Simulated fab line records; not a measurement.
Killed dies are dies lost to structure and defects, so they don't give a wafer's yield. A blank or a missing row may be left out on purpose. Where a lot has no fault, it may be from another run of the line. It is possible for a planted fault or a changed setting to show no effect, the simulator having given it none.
fab line records + flow n5_finfet
record:
- lots: 4
- wafers: 12
- last_day: 15
route steps=1938 shown HKMG_FIN@436 GATE_CUT@465 BEOL_M4@1111 PASSIVATION@1936
lots untouched by any fault: they come from a run of this same line in which no faults occurred
start_h: start of the lot's first displayed wafer, in hours after the record's first day + wait_h: hours elapsed since this lot's preceding step + " repeats the value in the row above + L1.1+2: a single row standing in for several wafers + - no value, or no start was given + * or withheld: withheld + < > ~ a bound
route shown NAME@n: NAME is a module with steps in the file, n the number in the route of the first one + usual: mean and standard deviation over wafers with no fault + same: alike in all rows + chamber/n: place in a boat + sites: each site's reading + _std_site: standard deviation of those values + _edge_site: outer sites' mean less inner sites' + radius_mm: for every site, how far away it sits from the centre of the wafer + mask NAME#n: copy n + behind: the tool/chamber that last shaped the wafer + hold: what put the lot on hold/how long, in hours/how the hold closed + device: names the non-switching transistor (n, p or np) + end of line: the tests these same wafers got at the end of their route + for a step that has no rows: nothing shown but its recipe + killed: dies that structure and defects cost at the first sort, which is not the same as the wafer's yield + map: shows each die of a wafer: x if killed, . if not, _ if none is there
set.NAME: setting as actually run; set.NAME@STEP: the setting as run at that earlier step + model.NAME: the simulator's own value behind a step, which no gauge read
a table for each step, a row for each wafer; lots at some steps of the route
services: from which hour (start_h, from the record's first day; less than 0 if before it) a tool's chamber was out of use, for how many hours, and why
== steps ==
step: N5_HKMG_FIN_STRIP_33
recipe:
- chemistry: N2/H2
- temp_c: 40
- n2_flow_sccm: 200
- h2_flow_sccm: 200
- rf_frequency_hz: 6e+07
step: N5_HKMG_FIN_STRIP_34
recipe:
- chemistry: CF4
- resist: SiARC
- power_w: 300
- bias_power_w: 75
- pressure_mtorr: 50
- cf4_flow_sccm: 150
- rf_frequency_hz: 6e+07
step: N5_HKMG_FIN_ETCH_35
recipe:
- chemistry: N2/H2
- target: SOC
- target_depth_a: 2158
- ion_energy_ev: 65
- bias_w: 5
- source_w: 3000
- time_s: 243.4
- pressure_mtorr: 30
- n2_flow_sccm: 200
- h2_flow_sccm: 200
step: N5_HKMG_FIN_STRIP_92
recipe:
- chemistry: N2/H2
- material: SOC
- time_s: 20
- power_w: 500
- temp_c: 40
- pressure_mtorr: 50
- rf_frequency_hz: 6e+07
- bias_power_w: 8
- h2_frac: 0.5
- n2_flow_sccm: 300
- h2_flow_sccm: 300
step: N5_HKMG_FIN_WET_ETCH_18
recipe:
- chemistry: SC1
- target: TiN
- mix: 1:1:5
- temp_c: *
- time_s: 55
- target_depth_nm: 5.2
- dry: ipa_marangoni
- rinse_time_s: 30
- rinse_temp_c: 23
step: N5_HKMG_FIN_STRIP_19
recipe:
- chemistry: N2/H2
- power_w: 2500
- temp_c: 300
- h2_frac: 0.65
- time_s: 360
- pressure_mtorr: withheld
- n2_flow_sccm: 1750
- h2_flow_sccm: 3250
step: N5_HKMG_FIN_ALD_91
recipe:
- material: TiN
- target_thk_a: 10
- temp_c: 400
- ald_precursor_family: TiCl4
- ald_co_reactant: NH3
- pulse_time_s: 1
- purge_time_s: 3
- co_reactant_purge_time_s: 2
- co_reactant_pulse_time_s: 2
- ald_cycles: 47
- pressure_torr: 3
step: N5_HKMG_FIN_COAT_85
recipe:
- resist: SOC
- temp_c: 250
- time_s: 60
- spin_rpm: 1500
- resist_thk_nm: 300
step: N5_HKMG_FIN_ETCH_86
recipe:
- chemistry: N2/H2
- target: SOC
- target_depth_a: 3932
- stop_on: TiN
- ion_energy_ev: 100
- bias_w: 61
- pressure_mtorr: 30
- source_w: 850
- n2_flow_sccm: 200
- h2_flow_sccm: 200
step: N5_HKMG_FIN_STRIP_89
recipe:
- chemistry: N2/H2
- material: SOC
- time_s: 20
- power_w: 500
- temp_c: 40
- pressure_mtorr: 50
- rf_frequency_hz: 6e+07
- bias_power_w: 8
- h2_frac: 0.5
- n2_flow_sccm: 300
- h2_flow_sccm: 300
step: N5_HKMG_FIN_WET_ETCH_87
recipe:
- chemistry: SC1
- target: TiN
- mix: 1:2:40
- temp_c: 50
- time_s: 154.2
- target_depth_nm: 4.7
- dry: ipa_marangoni
- rinse_time_s: 30
- rinse_temp_c: 23
step: N5_HKMG_FIN_STRIP_88
recipe:
- chemistry: N2/H2
- power_w: 2500
- temp_c: 300
- h2_frac: 0.65
- time_s: 360
- pressure_mtorr: withheld
- n2_flow_sccm: 1750
- h2_flow_sccm: 3250
step: N5_HKMG_FIN_NWFM_ALD_20
recipe:
- material: TiAlC
- target_thk_a: 20
- temp_c: 300
- ald_precursor_family: TiCl4
- ald_co_reactant: TEA
- pulse_time_s: 3
- purge_time_s: 2
- co_reactant_purge_time_s: 2
- co_reactant_pulse_time_s: 10
- ald_cycles: 7
- pressure_torr: 3
usual:
- ald_cycles: 7/0
- heater_power_w: 480/37
- precursor_pulse_height_rel: 1.001/0.019
same:
- purge_time_s: 2
| lot.wafer | tool         | chamber | start_h | wait_h | ald_cycles | heater_power_w | precursor_pulse_height_rel | model.TiAlC_of_HKMG_FIN_NWFM_ALD_20.thk_nm |
|-----------|--------------|---------|---------|--------|------------|----------------|----------------------------|--------------------------------------------|
| L924.2    | ald_metal-04 | 0       | 98.79   | 0.3    | 7          | 423            | 1.008                      | 2                                          |
| L924.5    | "            | 0       | "       | "      | 7          | 420            | 1.016                      | 2                                          |
| L924.6    | "            | 1       | "       | "      | 7          | 469            | 0.993                      | 2                                          |
| L932.1    | ald_metal-04 | 1       | 147.03  | 0.3    | 4          | 468            | 1.002                      | 1.2                                        |
| L932.2    | "            | 2       | "       | "      | 7          | 465            | 1.016                      | 2                                          |
| L932.6    | "            | 1       | "       | "      | 7          | 466            | 1.012                      | 2                                          |
| L933.1    | ald_metal-04 | 0       | 155.49  | 0.3    | 4          | 421            | 1.029                      | 1.2                                        |
| L933.2    | "            | 1       | "       | "      | 7          | 471            | 0.974                      | 2                                          |
| L933.3    | "            | 2       | "       | "      | 7          | 452            | 0.954                      | 2                                          |
| L935.1    | ald_metal-03 | 2       | 166.83  | 0.3    | 7          | 518            | 0.991                      | 2                                          |
| L935.3    | "            | 3       | "       | "      | 7          | 445            | 1.004                      | 2                                          |
| L935.6    | "            | 2       | "       | "      | 7          | 511            | 0.977                      | 2                                          |
step: N5_HKMG_FIN_ALD_71
recipe:
- material: TiN
- target_thk_a: 10
- temp_c: 400
- ald_precursor_family: TiCl4
- ald_co_reactant: NH3
- pulse_time_s: 1
- purge_time_s: 3
- co_reactant_purge_time_s: 2
- co_reactant_pulse_time_s: 2
- ald_cycles: 47
- pressure_torr: 3
step: N5_HKMG_FIN_COAT_66
recipe:
- resist: SOC
- temp_c: 250
- time_s: 60
- spin_rpm: 1500
- resist_thk_nm: 300
step: N5_HKMG_FIN_ETCH_67
recipe:
- chemistry: N2/H2
- target: SOC
- target_depth_a: 3889
- stop_on: TiN
- ion_energy_ev: 100
- bias_w: 61
- pressure_mtorr: 30
- source_w: 850
- n2_flow_sccm: 200
- h2_flow_sccm: 200
step: N5_HKMG_FIN_STRIP_90
recipe:
- chemistry: N2/H2
- material: SOC
- time_s: 20
- power_w: 500
- temp_c: 40
- pressure_mtorr: 50
- rf_frequency_hz: 6e+07
- bias_power_w: 8
- h2_frac: 0.5
- n2_flow_sccm: 300
- h2_flow_sccm: 300
step: N5_HKMG_FIN_WET_ETCH_73
recipe:
- chemistry: SC1
- mix: 1:2:40
- temp_c: 50
- time_s: 42.3
- target_depth_nm: 1.3
- dry: ipa_marangoni
- rinse_time_s: 30
- rinse_temp_c: 23
step: N5_HKMG_FIN_ETCHBACK_68
recipe:
- chemistry: Cl2/Ar
- stop_on: HfO2
- target_depth_a: 5
- pressure_mtorr: 10
- icp_w: 600
- bias_w: 60
- Cl2_flow_sccm: 40
- Ar_flow_sccm: 60
step: N5_HKMG_FIN_STRIP_69
recipe:
- chemistry: N2/H2
- power_w: 2500
- temp_c: 300
- h2_frac: 0.65
- time_s: 360
- pressure_mtorr: withheld
- n2_flow_sccm: 1750
- h2_flow_sccm: 3250
step: N5_HKMG_FIN_ALD_21
recipe:
- material: TiN
- target_thk_a: 15
- temp_c: 400
- ald_precursor_family: TiCl4
- ald_co_reactant: NH3
- pulse_time_s: 1
- purge_time_s: 3
- co_reactant_purge_time_s: 2
- co_reactant_pulse_time_s: 2
- ald_cycles: 68
- pressure_torr: 3
step: N5_HKMG_FIN_ALD_72
recipe:
- material: W
- target_thk_a: 20
- temp_c: 300
- pressure_torr: 7.5
- ald_precursor_family: WF6
- ald_co_reactant: B2H6
- pulse_time_s: 1
- purge_time_s: 2
- co_reactant_purge_time_s: 2
- co_reactant_pulse_time_s: 3
- ald_cycles: 7
step: N5_HKMG_FIN_W_FILL_22
recipe:
- material: W
- target_thk_a: 600
- temp_c: 400
- pressure_torr: 39.4
- time_s: 18.2
step: N5_HKMG_FIN_PRECLEAN_83
recipe:
- chemistry: DIW
- time_s: 57.5
- temp_c: 23
step: N5_HKMG_FIN_SRD_84
recipe:
- dry_time_s: 32
- dry: n2_spin
- spin_rpm: 1500
step: N5_HKMG_FIN_CMP_23
recipe:
- stop_on: SiNx
- t_overpolish_s: 10
- post_cmp_clean: rinse_only
- down_force_psi: 4
- platen_rpm: 50.289
- pad_velocity_m_s: 1.0006
- target_thk_nm: 46.326
step: N5_HKMG_FIN_CMP_94
recipe:
- stop_on: SiNx
- post_cmp_clean: w_dilute_nh4oh
- t_overpolish_s: 4.7
- down_force_psi: 4
- platen_rpm: 50.289
- pad_velocity_m_s: 1.0006
- target_thk_nm: 43.299
step: N5_GATE_CUT_ETCHBACK_00
recipe:
- chemistry: SF6/Cl2
- target: W
- pressure_mtorr: 8
- icp_w: 900
- bias_w: 80
- SF6_flow_sccm: 40
- Cl2_flow_sccm: 60
step: N5_GATE_CUT_ETCH_56
recipe:
- chemistry: Cl2/Ar
- target: TiN
- target_depth_a: 216
- pressure_mtorr: 10
- icp_w: 600
- bias_w: 60
- Cl2_flow_sccm: 40
- Ar_flow_sccm: 60
step: N5_GATE_CUT_ETCHBACK_30
recipe:
- chemistry: Cl2/Ar
- target: TiN
- target_depth_a: 30
- mode: isotropic
- pressure_mtorr: 10
- icp_w: 600
- bias_w: 60
- Cl2_flow_sccm: 40
- Ar_flow_sccm: 60
step: N5_GATE_CUT_VAPOR_ETCH_60
recipe:
- chemistry: BCl3/Cl2
- target: HfO2
- mode: isotropic
step: N5_GATE_CUT_ETCH_58
recipe:
- chemistry: CH3F/O2
- target: SiNx
- target_depth_a: 170
- time_s: 128.6
- ion_energy_ev: 50
- pressure_mtorr: 30
- source_w: 415
- bias_w: 21
- Ar_flow_sccm: 150
- CH3F_flow_sccm: 30
- O2_flow_sccm: 20
step: N5_GATE_CUT_STRIP_59
recipe:
- chemistry: N2/H2
- time_s: 20
- power_w: 100
- temp_c: 40
- pressure_mtorr: 100
- rf_frequency_hz: 6e+07
- bias_power_w: 3
- n2_flow_sccm: 300
- h2_flow_sccm: 300
step: N5_GATE_CUT_PRECLEAN_31
recipe:
- temp_c: 23
- chemistry: DIW
- time_s: 300
step: N5_GATE_CUT_SRD_32
recipe:
- time_s: 30
- temp_c: 23
- rinse_liquid: diw
- dry: ipa_marangoni
step: N5_GATE_CUT_SAC_CAP_01
recipe:
- material: SiNx
- target_thk_a: 240
- temp_c: 400
- ald_precursor_family: SiH2I2
- ald_co_reactant: N2/H2-plasma
- pulse_time_s: 1
- ald_cycles: 480
- purge_time_s: 2
- co_reactant_purge_time_s: 2
- pressure_torr: 2
step: N5_GATE_CUT_PECVD_57
recipe:
- material: SiNx
- target_thk_a: 210
- temp_c: 400
- precursor: SiH4/NH3/N2
- pressure_torr: 1.5
- rf_w: 300
step: N5_GATE_CUT_CMP_02
recipe:
- stop_on: SiO2
- t_overpolish_s: 12.7
- post_cmp_clean: alkaline_brush
- down_force_psi: 2.5
- platen_rpm: 51.8
- pad_velocity_m_s: 1.0307
- target_thk_nm: 0
step: N5_GATE_CUT_HM_DEP_46
recipe:
- material: SiO2
- target_thk_a: 1300
- temp_c: 400
- precursor: TEOS/O2
- pressure_torr: 6.5
- rf_w: 900
- teos_flow_sccm: 161.4
- gas: O2
- flow_sccm: 2650
- time_s: 26.6
step: N5_BEOL_M4_RC_MEAS_101
usual:
- DIBL_N: 35.9/1.3
- DIBL_P: 36.3/1.5
- IOFF_N: 0.153/0.023
- IOFF_N_85C: 3.0/0.39
- IOFF_N_LIN: 0.072/0.0088
- IOFF_N_LONG: 5.44e-05/2.4e-06
- IOFF_P: 0.208/0.028
- IOFF_P_85C: 3.6/0.41
- IOFF_P_LIN: 0.099/0.011
- IOFF_P_LONG: 0.000105/8.5e-06
- ION_N: 672/9.7
- ION_P: 462/6.6
- SS_N: 71.5/0.53
- SS_P: 73.3/0.59
- VT_N: 250.4/2.7
- VT_N_LONG: 275.5/1.8
- VT_N_LVT: 99/3.1
- VT_P: -250.5/3
- VT_P_LONG: -275.5/2.8
- VT_P_LVT: -99/3.1
| lot.wafer | tool      | chamber | start_h | wait_h | DIBL_N[mV/V] | DIBL_P[mV/V] | IOFF_N[nA/um] | IOFF_N_85C[nA/um] | IOFF_N_LIN[nA/um] | IOFF_N_LONG[nA/um] | IOFF_P[nA/um] | IOFF_P_85C[nA/um] | IOFF_P_LIN[nA/um] | IOFF_P_LONG[nA/um] | ION_N[uA/um] | ION_P[uA/um] | SS_N[mV/dec] | SS_P[mV/dec] | VT_N[mV] | VT_N_LONG[mV] | VT_N_LVT[mV] | VT_P[mV] | VT_P_LONG[mV] | VT_P_LVT[mV] |
|-----------|-----------|---------|---------|--------|--------------|--------------|---------------|-------------------|-------------------|--------------------|---------------|-------------------|-------------------|--------------------|--------------|--------------|--------------|--------------|----------|---------------|--------------|----------|---------------|--------------|
| L924.2    | prober-01 | 0       | 200.47  | 0.2    | 38.2         | 38.8         | 0.202         | 3.9               | 0.089             | 5.79e-05           | 0.285         | 4.8               | 0.127             | 0.000123           | 679          | 473          | 71.6         | 74.5         | 247.1    | 275.4         | 93           | -244.0   | -273.1        | -92          |
| L924.5    | "         | 0       | "       | "      | 38.6         | 39.3         | 0.230         | 4.3               | 0.098             | 5.75e-05           | 0.307         | 5.1               | 0.136             | 0.000121           | 687          | 469          | 72.5         | 74.8         | 243.2    | 274.9         | 91           | -243.1   | -269.3        | -91          |
| L924.6    | "         | 0       | "       | "      | 36.0         | 35.7         | 0.157         | 3.2               | 0.073             | 5.72e-05           | 0.242         | 4.1               | 0.114             | 0.000121           | 679          | 471          | 71.0         | 74.1         | 247.9    | 271.0         | 96           | -244.8   | -268.6        | -94          |
| L932.1    | prober-01 | 0       | 243.50  | 0.0    | 35.9         | 35.8         | 0.008         | 0.3               | 0.004             | 2.12e-05           | 0.464         | 7.1               | 0.222             | 0.000212           | 491          | 499          | 72.2         | 72.5         | 331.0    | 355.9         | 180          | -225.6   | -249.9        | -75          |
| L932.2    | "         | 0       | "       | "      | 34.1         | 33.1         | 0.124         | 2.5               | 0.058             | 5.3e-05            | 0.167         | 3.0               | 0.085             | 0.000104           | 648          | 451          | 71.7         | 72.4         | 254.5    | 277.9         | 101          | -255.0   | -273.7        | -99          |
| L932.6    | "         | 0       | "       | "      | 35.0         | 33.9         | 0.127         | 2.6               | 0.060             | 5.28e-05           | 0.177         | 3.2               | 0.090             | 0.000107           | 655          | 454          | 71.5         | 72.1         | 253.7    | 274.0         | 102          | -254.8   | -274.3        | -99          |
| L933.1    | prober-02 | 0       | 251.21  | 0.0    | 34.2         | 33.3         | 0.007         | 0.2               | 0.003             | 2.14e-05           | 0.410         | 6.4               | 0.204             | 0.000213           | 490          | 490          | 70.7         | 73.0         | 332.4    | 357.4         | 185          | -227.9   | -249.3        | -79          |
| L933.2    | "         | 0       | "       | "      | 36.8         | 35.5         | 0.164         | 3.2               | 0.072             | 5.54e-05           | 0.214         | 3.7               | 0.102             | 0.00011            | 665          | 456          | 71.8         | 74.4         | 248.8    | 274.7         | 100          | -249.2   | -274.1        | -100         |
| L933.3    | "         | 0       | "       | "      | 36.4         | 35.1         | 0.151         | 2.9               | 0.069             | 5.49e-05           | 0.211         | 3.6               | 0.100             | 0.000105           | 664          | 453          | 72.0         | 74.2         | 250.9    | 274.7         | 101          | -248.5   | -274.0        | -101         |
| L935.1    | prober-02 | 0       | 268.47  | 0.0    | 36.7         | 38.0         | 0.191         | 3.7               | 0.088             | 5.9e-05            | 0.263         | 4.4               | 0.122             | 0.000113           | 675          | 471          | 72.1         | 73.4         | 244.6    | 273.9         | 93           | -242.8   | -271.0        | -93          |
| L935.3    | "         | 0       | "       | "      | 36.0         | 36.3         | 0.167         | 3.3               | 0.077             | 5.99e-05           | 0.226         | 3.9               | 0.109             | 0.000115           | 677          | 466          | 72.0         | 72.5         | 249.2    | 273.5         | 95           | -247.6   | -273.1        | -96          |
| L935.6    | "         | 0       | "       | "      | 35.8         | 36.3         | 0.155         | 3.1               | 0.074             | 5.97e-05           | 0.229         | 3.9               | 0.111             | 0.000117           | 663          | 459          | 71.7         | 72.9         | 249.6    | 272.0         | 98           | -249.3   | -272.3        | -96          |
step: N5_PASSIVATION_PROBE_49
usual:
- defect_limited_yield: 91.1/1.5
- killed_at_M0_to_M3: 35/9.5
- killed_at_M4_up: 13/5.2
- killed_at_contacts: 12/6.1
- killed_at_front_end: 41/14
- killed_at_other: 3.8/2.9
- killed_dies: 105/17
- killed_open: 70/13
- killed_short: 33/8.4
- sort_bin_4_leakage: 0/0
- sort_bin_5_function: 5.1/0.97
- sort_bin_6_memory: 3.4/0.69
- sort_bin_8_speed: 0.00/0.007
- sort_n_pass: 1075/17
- sort_yield_pct: 91.1/1.5
same:
- gross_dies: 1180
- killed_at_back_side: 0
| lot.wafer | tool      | chamber | start_h | wait_h | defect_limited_yield[%] | killed_at_M0_to_M3 | killed_at_M4_up | killed_at_contacts | killed_at_front_end | killed_at_other | killed_dies | killed_open | killed_short | sort_bin_4_leakage[%] | sort_bin_5_function[%] | sort_bin_6_memory[%] | sort_bin_8_speed[%] | sort_n_pass | sort_yield_pct[%] |
|-----------|-----------|---------|---------|--------|-------------------------|--------------------|-----------------|--------------------|---------------------|-----------------|-------------|-------------|--------------|-----------------------|------------------------|----------------------|---------------------|-------------|-------------------|
| L924.2    | prober-01 | -       | 302.86  | 0.4    | 92.4                    | 39                 | 9               | 10                 | 30                  | 2               | 90          | 61          | 25           | 0                     | 4.7                    | 2.5                  | 0                   | 1090        | 92.4              |
| L924.5    | prober-01 | -       | 303.01  | 0.5    | 93.5                    | 28                 | 10              | 7                  | 31                  | 1               | 77          | 56          | 18           | 0                     | 3.7                    | 2.7                  | 0                   | 1103        | 93.5              |
| L924.6    | prober-01 | -       | 303.06  | 0.6    | 90.8                    | 26                 | 9               | 8                  | 65                  | 0               | 108         | 66          | 39           | 0                     | 5.6                    | 3.1                  | 0                   | 1072        | 90.8              |
| L932.1    | prober-01 | -       | 354.34  | 0.0    | 91.4                    | 26                 | 20              | 9                  | 42                  | 4               | 101         | 68          | 33           | 2.88                  | 4.7                    | 3.6                  | 88.56               | 0           | 0                 |
| L932.2    | prober-01 | -       | 354.39  | 0.1    | 87.5                    | 37                 | 20              | 21                 | 70                  | 0               | 148         | 101         | 47           | 0                     | 7.0                    | 5.0                  | 0                   | 1032        | 87.5              |
| L932.6    | prober-01 | -       | 354.59  | 0.3    | 89.8                    | 36                 | 13              | 17                 | 52                  | 2               | 120         | 83          | 35           | 0                     | 5.5                    | 4.5                  | 0                   | 1060        | 89.8              |
| L933.1    | prober-01 | -       | 355.17  | 0.0    | 90.2                    | 43                 | 10              | 15                 | 42                  | 6               | 116         | 76          | 39           | 0.51                  | 5.5                    | 4.0                  | 89.66               | 0           | 0                 |
| L933.2    | prober-01 | -       | 355.22  | 0.1    | 90.3                    | 25                 | 12              | 33                 | 42                  | 2               | 114         | 81          | 32           | 0                     | 5.7                    | 3.7                  | 0                   | 1066        | 90.3              |
| L933.3    | prober-01 | -       | 355.27  | 0.1    | 91.6                    | 27                 | 8               | 25                 | 36                  | 3               | 99          | 80          | 18           | 0                     | 5.8                    | 2.5                  | 0                   | 1081        | 91.6              |
| L935.1    | prober-01 | -       | 369.44  | 0.0    | 92.5                    | 29                 | 14              | 9                  | 29                  | 8               | 89          | 57          | 32           | 0                     | 4.2                    | 3.2                  | 0                   | 1091        | 92.5              |
| L935.3    | prober-01 | -       | 369.54  | 0.1    | 91.7                    | 40                 | 10              | 9                  | 38                  | 1               | 98          | 61          | 36           | 0                     | 4.6                    | 3.5                  | 0                   | 1082        | 91.7              |
| L935.6    | prober-01 | -       | 369.69  | 0.3    | 91.3                    | 41                 | 14              | 6                  | 42                  | 0               | 103         | 54          | 45           | 0                     | 4.8                    | 3.7                  | 0                   | 1077        | 91.3              |
killed by level:class
L924.2 MOL_CONTACT_COAG:geometric_particle:open=10 BEOL_M2:geometric_particle:open=9 BEOL_M0_SAQP:geometric_particle:short=6 BEOL_M1:geometric_particle:open=6 FIN_SAQP:geometric_particle:short=5 STI_FIN_REVEAL:geometric_particle:open=5 BEOL_M4:geometric_particle:open=5 DUMMY_GATE:geometric_particle:open=4
L924.5 BEOL_M2:geometric_particle:open=9 BEOL_M1:geometric_particle:open=8 DUMMY_GATE:geometric_particle:open=6 STI_FIN_REVEAL:geometric_particle:open=5 MOL_CONTACT_COAG:geometric_particle:open=5 BEOL_M4:geometric_particle:open=4 STARTING-WAFER:geometric_particle:open=4 FIN_SAQP:geometric_particle:short=3
L924.6 STI_FIN_REVEAL:geometric_particle:open=16 FIN_SAQP:geometric_particle:open=11 FIN_SAQP:geometric_particle:short=6 STI_FIN_REVEAL:geometric_particle:short=6 BEOL_M1:geometric_particle:open=6 SPACER0:geometric_particle:open=5 MOL_CONTACT_COAG:geometric_particle:open=5 BEOL_M0_SAQP:geometric_particle:short=5
L932.1 STI_FIN_REVEAL:geometric_particle:open=12 MOL_CONTACT_COAG:geometric_particle:open=8 BEOL_M0_SAQP:geometric_particle:open=8 BEOL_M0_SAQP:geometric_particle:short=8 BEOL_M4:geometric_particle:open=8 FIN_SAQP:geometric_particle:open=5 ILD0:geometric_particle:short=5 STARTING-WAFER:geometric_particle:open=5
L932.2 STI_FIN_REVEAL:geometric_particle:open=28 BEOL_M0_SAQP:geometric_particle:short=17 MOL_CONTACT_COAG:geometric_particle:open=15 BEOL_M4:geometric_particle:open=13 BEOL_M0_SAQP:geometric_particle:open=10 FIN_SAQP:geometric_particle:short=8 DUMMY_GATE:geometric_particle:open=8 MOL_CONTACT_COAG:geometric_particle:short=6
L932.6 STI_FIN_REVEAL:geometric_particle:open=18 MOL_CONTACT_COAG:geometric_particle:open=15 BEOL_M0_SAQP:geometric_particle:open=14 FIN_SAQP:geometric_particle:short=12 FIN_SAQP:geometric_particle:open=9 BEOL_M0_SAQP:geometric_particle:short=8 BEOL_M1:geometric_particle:open=7 BEOL_M4:geometric_particle:open=4
L933.1 STI_FIN_REVEAL:geometric_particle:open=15 MOL_CONTACT_COAG:geometric_particle:open=12 FIN_SAQP:geometric_particle:open=9 BEOL_M3:geometric_particle:open=8 BEOL_M0_SAQP:geometric_particle:open=7 BEOL_M0_SAQP:geometric_particle:short=6 BEOL_M1:geometric_particle:open=6 BEOL_M2:geometric_particle:open=6
L933.2 MOL_CONTACT_COAG:geometric_particle:open=21 STI_FIN_REVEAL:geometric_particle:open=19 MOL_CONTACT_COAG:geometric_particle:short=11 BEOL_M0_SAQP:geometric_particle:open=10 BEOL_M4:geometric_particle:open=8 BEOL_M1:geometric_particle:open=6 STI_FIN_REVEAL:geometric_particle:short=4 ILD0:geometric_particle:open=3
L933.3 MOL_CONTACT_COAG:geometric_particle:open=21 STI_FIN_REVEAL:geometric_particle:open=18 DUMMY_GATE:geometric_particle:open=7 BEOL_M1:geometric_particle:open=7 BEOL_M3:geometric_particle:open=6 BEOL_M0_SAQP:geometric_particle:open=5 MOL_CONTACT_COAG:geometric_particle:short=3 BEOL_M0_SAQP:geometric_particle:short=3
L935.1 MOL_CONTACT_COAG:geometric_particle:open=9 BEOL_M0_SAQP:geometric_particle:short=7 BEOL_M6:geometric_particle:open=7 BEOL_M3:geometric_particle:open=6 FIN_SAQP:geometric_particle:open=5 MIM_TOP_ETCH:geometric_particle:short=5 STI_FIN_REVEAL:geometric_particle:open=4 DUMMY_GATE:geometric_particle:open=4
L935.3 BEOL_M0_SAQP:geometric_particle:short=15 BEOL_M0_SAQP:geometric_particle:open=9 FIN_SAQP:geometric_particle:open=7 FIN_SAQP:geometric_particle:short=7 MOL_CONTACT_COAG:geometric_particle:open=7 BEOL_M1:geometric_particle:open=7 STI_FIN_REVEAL:geometric_particle:open=6 GATE_CUT:geometric_particle:open=4
L935.6 FIN_SAQP:geometric_particle:short=11 BEOL_M1:geometric_particle:open=11 BEOL_M0_SAQP:geometric_particle:short=6 BEOL_M3:geometric_particle:open=6 STI_FIN_REVEAL:geometric_particle:open=5 MOL_CONTACT_COAG:geometric_particle:open=5 STARTING-WAFER:geometric_particle:short=5 FIN_SAQP:geometric_particle:open=4
map L932.2 (x killed, . not)
_________________x..........x________________
______________x.......x.x......._____________
___________....x...................__________
__________..x.x....x................_________
________......xx...x.x..........x...xx_______
_______..............xx...x.....x.x.x..______
______......x...........x.........x....x_____
_____.x...x...x.....x..........x...x.xx..____
____..x....x..........x.....x.xx..........___
___........x......x......x.x.x....x........__
___............xx.................x........__
__x..x....x..x...x.xx.............x........._
__................x...x....x................_
_..........x.........xx..............x......x
_x....x.........x..x.....x...................
_..........x...x........x.x..........x.......
_.....xxxx...................x...........xx.x
_..............................x.............
_..x......x..x........x..x..x........x....x..
_...........x..........x......x..............
_x...x...x................x.x................
__................xx.......................x_
__....x...x.x....xx..........x.........x...._
___.......x......x..x..x......xx.....xx.x..__
___.....x....x....x......xx........x...x...__
____.x...x................................___
_____..........x..................x......____
______..................x........x....x._____
_______.........xx................x....______
________x.....x......x.x.........x...._______
__________.........................._________
___________...........x.x....xx....__________
______________.....xx..........._____________
_________________.......x....________________
map L933.1 (x killed, . not)
_________________........x...________________
______________xx...x............_____________
___________...........x............__________
__________.........................._________
________....x........................._______
_______.........x.....................x______
______......x......x.....x.......xx....._____
_____..............x...xx................____
____.........x.......x...............x....___
___.........x..........................x..x__
___.......x...................x....x.......__
__............x...........x.....x..........._
__.....x..................x...........x....._
_....x......x.............x..x...............
_x..x......x.....x...x.x............x........
_x.x.......................x.................
_..x..........x.x..............x...........xx
_..x.x..............x......x..x............x.
_....x...x......x...............x............
_...x........x.......x.....x......x.x.xxx....
_x.........x.................x.....xx.......x
__.x....x..................x..x............._
__......x..xx.....x..x.x...................._
___..x.x.......x.....x.....................__
___x.......x.....x.........................__
____......................................___
_____.......xx..x.x..................x...____
______.......x......x..x...........x...._____
_______.......xx...................x.x.______
________.........x............x..x...._______
__________......x..................._________
___________x..x......x.............__________
______________.............x...._____________
_________________.x.........x________________
== services ==
| tool         | chamber | start_h | hours | kind   |
|--------------|---------|---------|-------|--------|
| ald_metal-04 | 0       | 140.80  | 8.0   | repair |
| ald_metal-03 | -       | 162.67  | 2.8   | pm     |
== key ==
first_sign:
- step: N5_HKMG_FIN_NWFM_ALD_20
- reading: ald_cycles
- direction: down
- sigmas: 99+
- usual: *
- struck: *
effect:
- step: N5_BEOL_M4_RC_MEAS_101
- reading: VT_N_LONG
- direction: up
- sigmas: 46
- usual: 275.5
- struck: 356.6
effect:
- step: N5_BEOL_M4_RC_MEAS_101
- reading: VT_N
- direction: up
- sigmas: 30
- usual: 250.4
- struck: 331.7
effect:
- step: N5_BEOL_M4_RC_MEAS_101
- reading: VT_N_LVT
- direction: up
- sigmas: 27
- usual: 99
- struck: 183
effect:
- step: N5_BEOL_M4_RC_MEAS_101
- reading: ION_N
- direction: down
- sigmas: 19
- usual: 672
- struck: 490
effect:
- step: N5_BEOL_M4_RC_MEAS_101
- reading: IOFF_N_LONG
- direction: down
- sigmas: 14
- usual: 5.44e-05
- struck: 2.13e-05
effect:
- step: N5_BEOL_M4_RC_MEAS_101
- reading: IOFF_P_LONG
- direction: up
- sigmas: 13
- usual: 0.000105
- struck: 0.000212
effect:
- step: N5_BEOL_M4_RC_MEAS_101
- reading: IOFF_P_LIN
- direction: up
- sigmas: 10
- usual: 0.099
- struck: 0.213
effect:
- step: N5_BEOL_M4_RC_MEAS_101
- reading: VT_P_LONG
- direction: up
- sigmas: 9.4
- usual: -275.5
- struck: -249.6
effect:
- step: N5_BEOL_M4_RC_MEAS_101
- reading: IOFF_P
- direction: up
- sigmas: 8.2
- usual: 0.208
- struck: 0.437
effect:
- step: N5_BEOL_M4_RC_MEAS_101
- reading: VT_P
- direction: up
- sigmas: 8.1
- usual: -250.5
- struck: -226.7
effect:
- step: N5_BEOL_M4_RC_MEAS_101
- reading: IOFF_N_LIN
- direction: down
- sigmas: 7.8
- usual: 0.072
- struck: 0.004
effect:
- step: N5_BEOL_M4_RC_MEAS_101
- reading: IOFF_P_85C
- direction: up
- sigmas: 7.7
- usual: 3.6
- struck: 6.8
effect:
- step: N5_PASSIVATION_PROBE_49
- reading: sort_bin_8_speed
- direction: up
- sigmas: 99+
- usual: 0.00
- struck: 89.11
model_effect:
- step: N5_HKMG_FIN_NWFM_ALD_20
- value: TiAlC_of_HKMG_FIN_NWFM_ALD_20.thk_nm
- without: 2
- struck: 1.2
met_at N5_HKMG_FIN_NWFM_ALD_20
struck_wafers L932.1,L933.1
onset_between 98.79 147.03
fault:
- kind: process_parameter_drift
- tool: ald_metal-04
- chamber: -
- onset_h: 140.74
- steps: N5_HKMG_FIN_NWFM_ALD_20
- channel: ald_cycles
- offset: *
- shape: step
- end_h: 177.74
- scope: struck_wafers_only
- acts_in: *
- stated: *
